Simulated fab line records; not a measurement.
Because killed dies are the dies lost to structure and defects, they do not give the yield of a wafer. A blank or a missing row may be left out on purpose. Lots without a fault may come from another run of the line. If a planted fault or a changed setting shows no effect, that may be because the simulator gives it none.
Which tool was responsible? / flow n5Finfet / 24 lots with 72 wafers sampled at 6 steps, on a route of 1938 steps

## WHAT EACH GAUGE READ, for each wafer
N5_SD_EPI_N_CD_MEAS_09: the cd target is 120 nm. Usual: cdNm 120.2 nm, standard deviation 0.54.
lot=L074; measured=day 3 04:19; on=cdSem-01; cdNm (nm)=120.2 121.4 120.4; flag=
lot=L075; measured=day 3 08:37; on=cdSem-03; cdNm (nm)=120.5 119.8 119.3; flag=
lot=L076; measured=day 3 13:35; on=cdSem-03; cdNm (nm)=119.4 119.5 119.7; flag=
lot=L077; measured=day 3 18:36; on=cdSem-03; cdNm (nm)=121.1 120.0 120.7; flag=
lot=L078; measured=day 4 06:48; on=cdSem-03; cdNm (nm)=120.5 120.2 119.9; flag=
lot=L079; measured=day 4 10:46; on=cdSem-01; cdNm (nm)=120.4 120.5 119.7; flag=
lot=L080; measured=day 4 14:59; on=cdSem-02; cdNm (nm)=120.2 121.7 121.0; flag=
lot=L081; measured=day 4 20:19; on=cdSem-02; cdNm (nm)=120.6 120.2 120.7; flag=
lot=L082; measured=day 4 23:48; on=cdSem-02; cdNm (nm)=120.3 120.9 119.9; flag=
lot=L083; measured=day 5 05:11; on=cdSem-02; cdNm (nm)=120.2 120.3 120.4; flag=
lot=L084; measured=day 5 13:59; on=cdSem-02; cdNm (nm)=120.3 120.4 120.4; flag=
lot=L085; measured=day 5 18:52; on=cdSem-01; cdNm (nm)=120.2 119.6 118.9; flag=
lot=L086; measured=day 6 05:53; on=cdSem-02; cdNm (nm)=121.0 120.7 120.5; flag=
lot=L087; measured=day 6 10:54; on=cdSem-01; cdNm (nm)=120.0 119.8 119.7; flag=
lot=L088; measured=day 6 16:30; on=cdSem-01; cdNm (nm)=120.4 119.9 120.5; flag=
lot=L089; measured=day 6 22:32; on=cdSem-02; cdNm (nm)=120.1 120.7 120.1; flag=
lot=L090; measured=day 7 00:14; on=cdSem-01; cdNm (nm)=120.4 119.5 120.1; flag=
lot=L091; measured=day 7 07:02; on=cdSem-03; cdNm (nm)=121.1 121.3 119.4; flag=
lot=L092; measured=day 7 11:33; on=cdSem-03; cdNm (nm)=119.0 120.5 119.6; flag=
lot=L093; measured=day 7 19:47; on=cdSem-03; cdNm (nm)=120.3 120.4 119.9; flag=
lot=L094; measured=day 7 23:47; on=cdSem-03; cdNm (nm)=119.7 120.5 119.5; flag=
lot=L095; measured=day 8 08:20; on=cdSem-01; cdNm (nm)=119.6 120.2 119.9; flag=
lot=L096; measured=day 8 13:34; on=cdSem-03; cdNm (nm)=120.1 119.3 120.2; flag=
lot=L097; measured=day 8 21:46; on=cdSem-03; cdNm (nm)=119.1 118.9 120.2; flag=

N5_SD_EPI_N_OVL_MEAS_10. Usual: SD_N_BLK_OVL -0.2 nm, standard deviation 0.71.
lot=L074; measured=day 3 04:20; on=overlay-02; SD_N_BLK_OVL (nm)=0.1 0.3 0.3; flag=
lot=L075; measured=day 3 08:39; on=overlay-01; SD_N_BLK_OVL (nm)=0.3 0.7 -0.4; flag=
lot=L076; measured=day 3 13:37; on=overlay-02; SD_N_BLK_OVL (nm)=0.5 -0.3 0.5; flag=
lot=L077; measured=day 3 18:38; on=overlay-01; SD_N_BLK_OVL (nm)=-0.7 -0.5 1.4; flag=
lot=L078; measured=day 4 06:49; on=overlay-02; SD_N_BLK_OVL (nm)=-1.1 -0.4 0.3; flag=
lot=L079; measured=day 4 10:47; on=overlay-01; SD_N_BLK_OVL (nm)=-0.2 0.1 -0.5; flag=
lot=L080; measured=day 4 15:01; on=overlay-01; SD_N_BLK_OVL (nm)=0.1 0.5 -0.2; flag=
lot=L081; measured=day 4 20:20; on=overlay-02; SD_N_BLK_OVL (nm)=-2.2 -0.8 0.1; flag=
lot=L082; measured=day 4 23:50; on=overlay-01; SD_N_BLK_OVL (nm)=1.2 -1.1 0.5; flag=
lot=L083; measured=day 5 05:13; on=overlay-02; SD_N_BLK_OVL (nm)=0.0 -0.8 -1.0; flag=
lot=L084; measured=day 5 14:01; on=overlay-02; SD_N_BLK_OVL (nm)=-0.1 -0.5 0.3; flag=
lot=L085; measured=day 5 18:53; on=overlay-02; SD_N_BLK_OVL (nm)=-1.4 -0.1 0.3; flag=
lot=L086; measured=day 6 05:55; on=overlay-02; SD_N_BLK_OVL (nm)=-0.7 -0.6 -0.6; flag=
lot=L087; measured=day 6 10:56; on=overlay-01; SD_N_BLK_OVL (nm)=-1.1 -0.5 -0.8; flag=
lot=L088; measured=day 6 16:31; on=overlay-01; SD_N_BLK_OVL (nm)=-0.5 0.5 -0.6; flag=
lot=L089; measured=day 6 22:34; on=overlay-02; SD_N_BLK_OVL (nm)=0.5 -1.0 -0.3; flag=
lot=L090; measured=day 7 00:16; on=overlay-01; SD_N_BLK_OVL (nm)=0.1 -0.3 -0.1; flag=
lot=L091; measured=day 7 07:04; on=overlay-01; SD_N_BLK_OVL (nm)=-0.7 -0.3 -0.2; flag=
lot=L092; measured=day 7 11:34; on=overlay-01; SD_N_BLK_OVL (nm)=0.1 1.5 0.0; flag=
lot=L093; measured=day 7 19:49; on=overlay-01; SD_N_BLK_OVL (nm)=0.3 0.1 0.0; flag=
lot=L094; measured=day 7 23:49; on=overlay-02; SD_N_BLK_OVL (nm)=-0.9 -0.5 0.4; flag=
lot=L095; measured=day 8 08:22; on=overlay-02; SD_N_BLK_OVL (nm)=-1.4 -0.3 -1.2; flag=
lot=L096; measured=day 8 13:36; on=overlay-01; SD_N_BLK_OVL (nm)=-1.4 -0.4 -1.0; flag=
lot=L097; measured=day 8 21:48; on=overlay-01; SD_N_BLK_OVL (nm)=-0.4 -0.4 -0.7; flag=

N5_SD_EPI_N_INSPECT_26: inspects for defects (darkfield). Usual: rawDefectCount 213, standard deviation 40.
lot=L074; measured=day 3 08:25; on=defectInspect-02; rawDefectCount=244 230 226; flag=
lot=L075; measured=day 3 12:46; on=defectInspect-02; rawDefectCount=178 207 217; flag=
lot=L076; measured=day 3 17:37; on=defectInspect-02; rawDefectCount=219 213 210; flag=
lot=L077; measured=day 3 23:33; on=defectInspect-01; rawDefectCount=177 171 163; flag=
lot=L078; measured=day 4 10:52; on=defectInspect-01; rawDefectCount=190 174 118; flag=
lot=L079; measured=day 4 14:49; on=defectInspect-02; rawDefectCount=200 167 197; flag=
lot=L080; measured=day 4 19:18; on=defectInspect-02; rawDefectCount=220 172 190; flag=
lot=L081; measured=day 5 00:35; on=defectInspect-02; rawDefectCount=174 277 238; flag=
lot=L082; measured=day 5 04:05; on=defectInspect-01; rawDefectCount=225 265 220; flag=
lot=L083; measured=day 5 10:04; on=defectInspect-02; rawDefectCount=181 233 184; flag=
lot=L084; measured=day 5 20:26; on=defectInspect-01; rawDefectCount=238 177 248; flag=
lot=L085; measured=day 5 22:53; on=defectInspect-01; rawDefectCount=223 216 193; flag=
lot=L086; measured=day 6 11:44; on=defectInspect-02; rawDefectCount=175 212 222; flag=
lot=L087; measured=day 6 15:43; on=defectInspect-01; rawDefectCount=261 238 222; flag=
lot=L088; measured=day 6 20:56; on=defectInspect-02; rawDefectCount=271 277 252; flag=
lot=L089; measured=day 7 04:22; on=defectInspect-01; rawDefectCount=209 190 260; flag=
lot=L090; measured=day 7 04:41; on=defectInspect-02; rawDefectCount=181 222 228; flag=
lot=L091; measured=day 7 12:49; on=defectInspect-01; rawDefectCount=232 198 185; flag=
lot=L092; measured=day 7 15:55; on=defectInspect-02; rawDefectCount=311 244 303; flag=
lot=L093; measured=day 8 00:55; on=defectInspect-02; rawDefectCount=237 185 183; flag=
lot=L094; measured=day 8 04:51; on=defectInspect-01; rawDefectCount=218 276 232; flag=
lot=L095; measured=day 8 12:38; on=defectInspect-01; rawDefectCount=254 184 208; flag=
lot=L096; measured=day 8 17:37; on=defectInspect-02; rawDefectCount=196 211 217; flag=
lot=L097; measured=day 9 02:36; on=defectInspect-01; rawDefectCount=172 134 154; flag=

N5_SD_EPI_P_INSPECT_11: inspects for defects (macro). Usual: rawDefectCount 1.9, standard deviation 1.5.
lot=L074; measured=day 3 08:52; on=defectInspect-02; rawDefectCount=5 4 3; flag=
lot=L075; measured=day 3 13:14; on=defectInspect-02; rawDefectCount=2 0 2; flag=
lot=L076; measured=day 3 17:56; on=defectInspect-02; rawDefectCount=1 0 3; flag=
lot=L077; measured=day 4 00:01; on=defectInspect-02; rawDefectCount=1 2 1; flag=
lot=L078; measured=day 4 11:12; on=defectInspect-01; rawDefectCount=0 2 1; flag=
lot=L079; measured=day 4 15:09; on=defectInspect-01; rawDefectCount=1 1 2; flag=
lot=L080; measured=day 4 19:46; on=defectInspect-02; rawDefectCount=1 3 3; flag=
lot=L081; measured=day 5 01:03; on=defectInspect-02; rawDefectCount=2 3 0; flag=
lot=L082; measured=day 5 04:25; on=defectInspect-01; rawDefectCount=2 2 0; flag=
lot=L083; measured=day 5 10:31; on=defectInspect-02; rawDefectCount=5 4 4; flag=
lot=L084; measured=day 5 20:53; on=defectInspect-02; rawDefectCount=4 3 0; flag=
lot=L085; measured=day 5 23:13; on=defectInspect-02; rawDefectCount=2 1 4; flag=
lot=L086; measured=day 6 12:11; on=defectInspect-02; rawDefectCount=1 5 0; flag=
lot=L087; measured=day 6 16:02; on=defectInspect-01; rawDefectCount=3 3 2; flag=
lot=L088; measured=day 6 21:23; on=defectInspect-02; rawDefectCount=1 3 3; flag=
lot=L089; measured=day 7 04:49; on=defectInspect-02; rawDefectCount=1 2 2; flag=
lot=L090; measured=day 7 05:08; on=defectInspect-01; rawDefectCount=1 1 2; flag=
lot=L091; measured=day 7 13:08; on=defectInspect-02; rawDefectCount=1 0 1; flag=
lot=L092; measured=day 7 16:22; on=defectInspect-02; rawDefectCount=4 3 0; flag=
lot=L093; measured=day 8 01:22; on=defectInspect-02; rawDefectCount=3 2 0; flag=
lot=L094; measured=day 8 05:18; on=defectInspect-01; rawDefectCount=0 1 2; flag=
lot=L095; measured=day 8 13:05; on=defectInspect-02; rawDefectCount=0 2 1; flag=
lot=L096; measured=day 8 17:56; on=defectInspect-01; rawDefectCount=7 4 2; flag=
lot=L097; measured=day 9 03:03; on=defectInspect-02; rawDefectCount=2 3 1; flag=

## WHICH TOOL RAN EACH LOT (tool, then ch and the chambers of the sampled wafers, then the start)
lot=L074; N5_DUMMY_GATE_STRIP_48=rieDiel-05 ch 1,2,3, day 3 03:14; N5_SD_EPI_N_ETCHBACK_44=rieDiel-02 ch 1,3, day 3 04:49
lot=L075; N5_DUMMY_GATE_STRIP_48=rieDiel-03 ch 0,1,2, day 3 07:26; N5_SD_EPI_N_ETCHBACK_44=rieDiel-02 ch 0,1,3, day 3 09:07
lot=L076; N5_DUMMY_GATE_STRIP_48=rieDiel-03 ch 1,2,3, day 3 11:00; N5_SD_EPI_N_ETCHBACK_44=rieDiel-06 ch 0,2,3, day 3 14:05
lot=L077; N5_DUMMY_GATE_STRIP_48=rieDiel-04 ch 2,3, day 3 16:19; N5_SD_EPI_N_ETCHBACK_44=rieDiel-02 ch 0,2,3, day 3 19:07
lot=L078; N5_DUMMY_GATE_STRIP_48=rieDiel-03 ch 0,2,3, day 4 05:44; N5_SD_EPI_N_ETCHBACK_44=rieDiel-01 ch 0,2,3, day 4 07:18
lot=L079; N5_DUMMY_GATE_STRIP_48=rieDiel-05 ch 1,2,3, day 4 09:41; N5_SD_EPI_N_ETCHBACK_44=rieDiel-02 ch 0,2, day 4 11:17
lot=L080; N5_DUMMY_GATE_STRIP_48=rieDiel-04 ch 0,1, day 4 13:04; N5_SD_EPI_N_ETCHBACK_44=rieDiel-02 ch 0,1,2, day 4 15:46
lot=L081; N5_DUMMY_GATE_STRIP_48=rieDiel-05 ch 1,2, day 4 19:07; N5_SD_EPI_N_ETCHBACK_44=rieDiel-06 ch 0,3, day 4 21:04
lot=L082; N5_DUMMY_GATE_STRIP_48=rieDiel-04 ch 1,2, day 4 22:04; N5_SD_EPI_N_ETCHBACK_44=rieDiel-01 ch 0,3, day 5 00:19
lot=L083; N5_DUMMY_GATE_STRIP_48=rieDiel-05 ch 2,3, day 5 03:40; N5_SD_EPI_N_ETCHBACK_44=rieDiel-06 ch 2,3, day 5 05:53
lot=L084; N5_DUMMY_GATE_STRIP_48=rieDiel-03 ch 0,3, day 5 12:55; N5_SD_EPI_N_ETCHBACK_44=rieDiel-01 ch 0,2,3, day 5 14:37
lot=L085; N5_DUMMY_GATE_STRIP_48=rieDiel-03 ch 1,2, day 5 17:48; N5_SD_EPI_N_ETCHBACK_44=rieDiel-02 ch 0,1,2, day 5 19:22
lot=L086; N5_DUMMY_GATE_STRIP_48=rieDiel-05 ch 0,1,3, day 6 04:50; N5_SD_EPI_N_ETCHBACK_44=rieDiel-01 ch 0,1,2, day 6 06:23
lot=L087; N5_DUMMY_GATE_STRIP_48=rieDiel-04 ch 0,1, day 6 09:16; N5_SD_EPI_N_ETCHBACK_44=rieDiel-02 ch 1,2,3, day 6 11:26
lot=L088; N5_DUMMY_GATE_STRIP_48=rieDiel-03 ch 0,1,3, day 6 15:18; N5_SD_EPI_N_ETCHBACK_44=rieDiel-06 ch 0,1,3, day 6 17:01
lot=L089; N5_DUMMY_GATE_STRIP_48=rieDiel-05 ch 1,2,3, day 6 16:41; N5_SD_EPI_N_ETCHBACK_44=rieDiel-02 ch 0,1,3, day 6 23:38
lot=L090; N5_DUMMY_GATE_STRIP_48=rieDiel-05 ch 0,1,2, day 6 23:01; N5_SD_EPI_N_ETCHBACK_44=rieDiel-01 ch 0,2, day 7 00:52
lot=L091; N5_DUMMY_GATE_STRIP_48=rieDiel-04 ch 0,2,3, day 7 05:51; N5_SD_EPI_N_ETCHBACK_44=rieDiel-01 ch 0,1, day 7 07:33
lot=L092; N5_DUMMY_GATE_STRIP_48=rieDiel-05 ch 0,2,3, day 7 10:21; N5_SD_EPI_N_ETCHBACK_44=rieDiel-01 ch 1,2,3, day 7 12:03
lot=L093; N5_DUMMY_GATE_STRIP_48=rieDiel-04 ch 0,1,2, day 7 17:35; N5_SD_EPI_N_ETCHBACK_44=rieDiel-02 ch 2,3, day 7 20:17
lot=L094; N5_DUMMY_GATE_STRIP_48=rieDiel-04 ch 0,1, day 7 22:35; N5_SD_EPI_N_ETCHBACK_44=rieDiel-01 ch 0,1,3, day 8 00:33
lot=L095; N5_DUMMY_GATE_STRIP_48=rieDiel-05 ch 1,2, day 8 06:51; N5_SD_EPI_N_ETCHBACK_44=rieDiel-01 ch 2,3, day 8 08:50
lot=L096; N5_DUMMY_GATE_STRIP_48=rieDiel-05 ch 0,1,3, day 8 11:47; N5_SD_EPI_N_ETCHBACK_44=rieDiel-01 ch 0,3, day 8 14:05
lot=L097; N5_DUMMY_GATE_STRIP_48=rieDiel-03 ch 0,3, day 8 20:29; N5_SD_EPI_N_ETCHBACK_44=rieDiel-01 ch 1,3, day 8 22:16
- N5_DUMMY_GATE_STRIP_48: strips in N2/H2, time 20 s.
- N5_SD_EPI_N_ETCHBACK_44: etches SiNx in CH3F/O2, stops on SiO2, target depth 14.5 nm.

## AS READ BY THE TOOLS THEMSELVES (means over the sampled wafers that have a number; for cases with no such wafer, the mark the record gives instead)
N5_DUMMY_GATE_STRIP_48. Usual: drypumpMotorCurrentA 5.5 A, standard deviation 0.51; oesProductAu 0.80 a.u., standard deviation 0.087; rfVppV 45.3 V, standard deviation 0.88; showerheadPlenumPTorr 3.41 Torr, standard deviation 0.13; throttleValvePct 12.23 %, standard deviation 0.26.
lot=L074; tool=rieDiel-05; drypumpMotorCurrentA (A)=5.6; oesProductAu (a.u.)=0.76; rfVppV (V)=45.0; showerheadPlenumPTorr (Torr)=3.36; throttleValvePct (%)=12.36; flag=
lot=L075; tool=rieDiel-03; drypumpMotorCurrentA (A)=5.7; oesProductAu (a.u.)=0.76; rfVppV (V)=45.3; showerheadPlenumPTorr (Torr)=3.38; throttleValvePct (%)=12.34; flag=
lot=L076; tool=rieDiel-03; drypumpMotorCurrentA (A)=6.2; oesProductAu (a.u.)=0.73; rfVppV (V)=44.7; showerheadPlenumPTorr (Torr)=3.40; throttleValvePct (%)=12.41; flag=
lot=L077; tool=rieDiel-04; drypumpMotorCurrentA (A)=5.0; oesProductAu (a.u.)=0.77; rfVppV (V)=46.7; showerheadPlenumPTorr (Torr)=3.41; throttleValvePct (%)=12.21; flag=
lot=L078; tool=rieDiel-03; drypumpMotorCurrentA (A)=5.8; oesProductAu (a.u.)=0.74; rfVppV (V)=45.5; showerheadPlenumPTorr (Torr)=3.35; throttleValvePct (%)=12.44; flag=
lot=L079; tool=rieDiel-05; drypumpMotorCurrentA (A)=5.6; oesProductAu (a.u.)=0.85; rfVppV (V)=45.7; showerheadPlenumPTorr (Torr)=3.35; throttleValvePct (%)=12.16; flag=
lot=L080; tool=rieDiel-04; drypumpMotorCurrentA (A)=5.2; oesProductAu (a.u.)=0.77; rfVppV (V)=45.7; showerheadPlenumPTorr (Torr)=3.44; throttleValvePct (%)=12.13; flag=
lot=L081; tool=rieDiel-05; drypumpMotorCurrentA (A)=5.4; oesProductAu (a.u.)=0.82; rfVppV (V)=45.5; showerheadPlenumPTorr (Torr)=3.44; throttleValvePct (%)=12.30; flag=
lot=L082; tool=rieDiel-04; drypumpMotorCurrentA (A)=5.0; oesProductAu (a.u.)=0.76; rfVppV (V)=45.4; showerheadPlenumPTorr (Torr)=3.41; throttleValvePct (%)=12.40; flag=
lot=L083; tool=rieDiel-05; drypumpMotorCurrentA (A)=5.5; oesProductAu (a.u.)=0.77; rfVppV (V)=44.1; showerheadPlenumPTorr (Torr)=3.22; throttleValvePct (%)=12.35; flag=
lot=L084; tool=rieDiel-03; drypumpMotorCurrentA (A)=5.4; oesProductAu (a.u.)=0.76; rfVppV (V)=46.3; showerheadPlenumPTorr (Torr)=3.28; throttleValvePct (%)=12.52; flag=
lot=L085; tool=rieDiel-03; drypumpMotorCurrentA (A)=6.1; oesProductAu (a.u.)=0.72; rfVppV (V)=45.2; showerheadPlenumPTorr (Torr)=3.44; throttleValvePct (%)=12.32; flag=
lot=L086; tool=rieDiel-05; drypumpMotorCurrentA (A)=5.8; oesProductAu (a.u.)=0.89; rfVppV (V)=45.1; showerheadPlenumPTorr (Torr)=3.48; throttleValvePct (%)=11.98; flag=
lot=L087; tool=rieDiel-04; drypumpMotorCurrentA (A)=5.2; oesProductAu (a.u.)=0.76; rfVppV (V)=45.2; showerheadPlenumPTorr (Torr)=3.44; throttleValvePct (%)=12.15; flag=
lot=L088; tool=rieDiel-03; drypumpMotorCurrentA (A)=5.7; oesProductAu (a.u.)=0.73; rfVppV (V)=44.3; showerheadPlenumPTorr (Torr)=3.31; throttleValvePct (%)=12.51; flag=
lot=L089; tool=rieDiel-05; drypumpMotorCurrentA (A)=5.6; oesProductAu (a.u.)=0.93; rfVppV (V)=45.6; showerheadPlenumPTorr (Torr)=3.48; throttleValvePct (%)=12.00; flag=
lot=L090; tool=rieDiel-05; drypumpMotorCurrentA (A)=5.5; oesProductAu (a.u.)=0.89; rfVppV (V)=46.2; showerheadPlenumPTorr (Torr)=3.57; throttleValvePct (%)=12.08; flag=
lot=L091; tool=rieDiel-04; drypumpMotorCurrentA (A)=5.1; oesProductAu (a.u.)=0.74; rfVppV (V)=45.5; showerheadPlenumPTorr (Torr)=3.36; throttleValvePct (%)=12.17; flag=
lot=L092; tool=rieDiel-05; drypumpMotorCurrentA (A)=5.7; oesProductAu (a.u.)=0.91; rfVppV (V)=45.8; showerheadPlenumPTorr (Torr)=3.48; throttleValvePct (%)=11.95; flag=
lot=L093; tool=rieDiel-04; drypumpMotorCurrentA (A)=5.1; oesProductAu (a.u.)=0.74; rfVppV (V)=45.3; showerheadPlenumPTorr (Torr)=3.37; throttleValvePct (%)=12.26; flag=
lot=L094; tool=rieDiel-04; drypumpMotorCurrentA (A)=5.1; oesProductAu (a.u.)=0.75; rfVppV (V)=45.0; showerheadPlenumPTorr (Torr)=3.46; throttleValvePct (%)=12.37; flag=
lot=L095; tool=rieDiel-05; drypumpMotorCurrentA (A)=5.4; oesProductAu (a.u.)=0.88; rfVppV (V)=45.5; showerheadPlenumPTorr (Torr)=3.56; throttleValvePct (%)=12.15; flag=
lot=L096; tool=rieDiel-05; drypumpMotorCurrentA (A)=5.8; oesProductAu (a.u.)=0.85; rfVppV (V)=46.0; showerheadPlenumPTorr (Torr)=3.47; throttleValvePct (%)=12.01; flag=
lot=L097; tool=rieDiel-03; drypumpMotorCurrentA (A)=5.8; oesProductAu (a.u.)=0.90; rfVppV (V)=44.6; showerheadPlenumPTorr (Torr)=3.28; throttleValvePct (%)=12.20; flag=

N5_SD_EPI_N_ETCHBACK_44. Usual: CH3F_flow_sccm 30.00 sccm, standard deviation 0.084; drypumpMotorCurrentA 5.6 A, standard deviation 0.32; oesProductAu 0.68 a.u., standard deviation 0.051; rfVppV 298 V, standard deviation 5.6; showerheadPlenumPTorr 2.00 Torr, standard deviation 0.054; throttleValvePct 16.46 %, standard deviation 0.18.
lot=L074; tool=rieDiel-02; CH3F_flow_sccm (sccm)=30.03; drypumpMotorCurrentA (A)=5.2; oesProductAu (a.u.)=0.68; rfVppV (V)=298; showerheadPlenumPTorr (Torr)=2.04; throttleValvePct (%)=16.41; flag=
lot=L075; tool=rieDiel-02; CH3F_flow_sccm (sccm)=29.98; drypumpMotorCurrentA (A)=5.5; oesProductAu (a.u.)=0.67; rfVppV (V)=297; showerheadPlenumPTorr (Torr)=2.02; throttleValvePct (%)=16.41; flag=
lot=L076; tool=rieDiel-06; CH3F_flow_sccm (sccm)=29.97; drypumpMotorCurrentA (A)=5.4; oesProductAu (a.u.)=0.65; rfVppV (V)=293; showerheadPlenumPTorr (Torr)=2.04; throttleValvePct (%)=16.51; flag=
lot=L077; tool=rieDiel-02; CH3F_flow_sccm (sccm)=30.02; drypumpMotorCurrentA (A)=5.5; oesProductAu (a.u.)=0.65; rfVppV (V)=301; showerheadPlenumPTorr (Torr)=1.98; throttleValvePct (%)=16.58; flag=
lot=L078; tool=rieDiel-01; CH3F_flow_sccm (sccm)=30.06; drypumpMotorCurrentA (A)=5.7; oesProductAu (a.u.)=0.70; rfVppV (V)=298; showerheadPlenumPTorr (Torr)=2.02; throttleValvePct (%)=16.42; flag=
lot=L079; tool=rieDiel-02; CH3F_flow_sccm (sccm)=30.03; drypumpMotorCurrentA (A)=5.6; oesProductAu (a.u.)=0.65; rfVppV (V)=301; showerheadPlenumPTorr (Torr)=1.92; throttleValvePct (%)=16.60; flag=
lot=L080; tool=rieDiel-02; CH3F_flow_sccm (sccm)=30.01; drypumpMotorCurrentA (A)=5.5; oesProductAu (a.u.)=0.66; rfVppV (V)=296; showerheadPlenumPTorr (Torr)=1.95; throttleValvePct (%)=16.43; flag=
lot=L081; tool=rieDiel-06; CH3F_flow_sccm (sccm)=30.08; drypumpMotorCurrentA (A)=5.7; oesProductAu (a.u.)=0.66; rfVppV (V)=290; showerheadPlenumPTorr (Torr)=1.98; throttleValvePct (%)=16.51; flag=
lot=L082; tool=rieDiel-01; CH3F_flow_sccm (sccm)=30.00; drypumpMotorCurrentA (A)=5.7; oesProductAu (a.u.)=0.70; rfVppV (V)=300; showerheadPlenumPTorr (Torr)=2.03; throttleValvePct (%)=16.43; flag=
lot=L083; tool=rieDiel-06; CH3F_flow_sccm (sccm)=30.00; drypumpMotorCurrentA (A)=5.6; oesProductAu (a.u.)=0.65; rfVppV (V)=291; showerheadPlenumPTorr (Torr)=1.98; throttleValvePct (%)=16.47; flag=
lot=L084; tool=rieDiel-01; CH3F_flow_sccm (sccm)=30.06; drypumpMotorCurrentA (A)=5.7; oesProductAu (a.u.)=0.70; rfVppV (V)=298; showerheadPlenumPTorr (Torr)=2.02; throttleValvePct (%)=16.45; flag=
lot=L085; tool=rieDiel-02; CH3F_flow_sccm (sccm)=29.99; drypumpMotorCurrentA (A)=5.6; oesProductAu (a.u.)=0.65; rfVppV (V)=296; showerheadPlenumPTorr (Torr)=1.95; throttleValvePct (%)=16.47; flag=
lot=L086; tool=rieDiel-01; CH3F_flow_sccm (sccm)=29.98; drypumpMotorCurrentA (A)=5.7; oesProductAu (a.u.)=0.74; rfVppV (V)=299; showerheadPlenumPTorr (Torr)=2.03; throttleValvePct (%)=16.34; flag=
lot=L087; tool=rieDiel-02; CH3F_flow_sccm (sccm)=30.08; drypumpMotorCurrentA (A)=5.2; oesProductAu (a.u.)=0.64; rfVppV (V)=302; showerheadPlenumPTorr (Torr)=2.00; throttleValvePct (%)=16.62; flag=
lot=L088; tool=rieDiel-06; CH3F_flow_sccm (sccm)=29.97; drypumpMotorCurrentA (A)=5.4; oesProductAu (a.u.)=0.62; rfVppV (V)=294; showerheadPlenumPTorr (Torr)=2.00; throttleValvePct (%)=16.58; flag=
lot=L089; tool=rieDiel-02; CH3F_flow_sccm (sccm)=30.00; drypumpMotorCurrentA (A)=5.5; oesProductAu (a.u.)=0.66; rfVppV (V)=298; showerheadPlenumPTorr (Torr)=2.01; throttleValvePct (%)=16.45; flag=
lot=L090; tool=rieDiel-01; CH3F_flow_sccm (sccm)=29.95; drypumpMotorCurrentA (A)=5.7; oesProductAu (a.u.)=0.71; rfVppV (V)=297; showerheadPlenumPTorr (Torr)=2.03; throttleValvePct (%)=16.41; flag=
lot=L091; tool=rieDiel-01; CH3F_flow_sccm (sccm)=30.00; drypumpMotorCurrentA (A)=5.7; oesProductAu (a.u.)=0.77; rfVppV (V)=303; showerheadPlenumPTorr (Torr)=2.04; throttleValvePct (%)=16.29; flag=
lot=L092; tool=rieDiel-01; CH3F_flow_sccm (sccm)=29.94; drypumpMotorCurrentA (A)=5.7; oesProductAu (a.u.)=0.70; rfVppV (V)=299; showerheadPlenumPTorr (Torr)=2.02; throttleValvePct (%)=16.41; flag=
lot=L093; tool=rieDiel-02; CH3F_flow_sccm (sccm)=30.06; drypumpMotorCurrentA (A)=5.2; oesProductAu (a.u.)=0.62; rfVppV (V)=306; showerheadPlenumPTorr (Torr)=1.96; throttleValvePct (%)=16.81; flag=
lot=L094; tool=rieDiel-01; CH3F_flow_sccm (sccm)=29.96; drypumpMotorCurrentA (A)=5.7; oesProductAu (a.u.)=0.71; rfVppV (V)=302; showerheadPlenumPTorr (Torr)=2.02; throttleValvePct (%)=16.42; flag=
lot=L095; tool=rieDiel-01; CH3F_flow_sccm (sccm)=29.89; drypumpMotorCurrentA (A)=5.6; oesProductAu (a.u.)=0.66; rfVppV (V)=295; showerheadPlenumPTorr (Torr)=2.00; throttleValvePct (%)=16.49; flag=
lot=L096; tool=rieDiel-01; CH3F_flow_sccm (sccm)=30.13; drypumpMotorCurrentA (A)=5.7; oesProductAu (a.u.)=0.65; rfVppV (V)=301; showerheadPlenumPTorr (Torr)=2.00; throttleValvePct (%)=16.55; flag=
lot=L097; tool=rieDiel-01; CH3F_flow_sccm (sccm)=30.05; drypumpMotorCurrentA (A)=5.7; oesProductAu (a.u.)=0.67; rfVppV (V)=301; showerheadPlenumPTorr (Torr)=2.01; throttleValvePct (%)=16.49; flag=

## THE ANSWER, worked out from the rows above alone
Rule: a lot counts as off when the mean over its wafers that have a number is more than 3 standard deviations away from the usual mean. A lot without any number at a reading at which 4 lots or more have one is off too. The other lots that the step has rows for count as sound. After the gauges, taken in route order, come the tools' own readings; for these a lot's mean is taken, as printed above. The first step at which some lot is off is used, and at that step the reading that is off furthest; a lot without a number counts as furthest.
Nothing can be told from this: no lot is off at any reading shown.

## WHAT THE SIMULATOR HAD INSERTED
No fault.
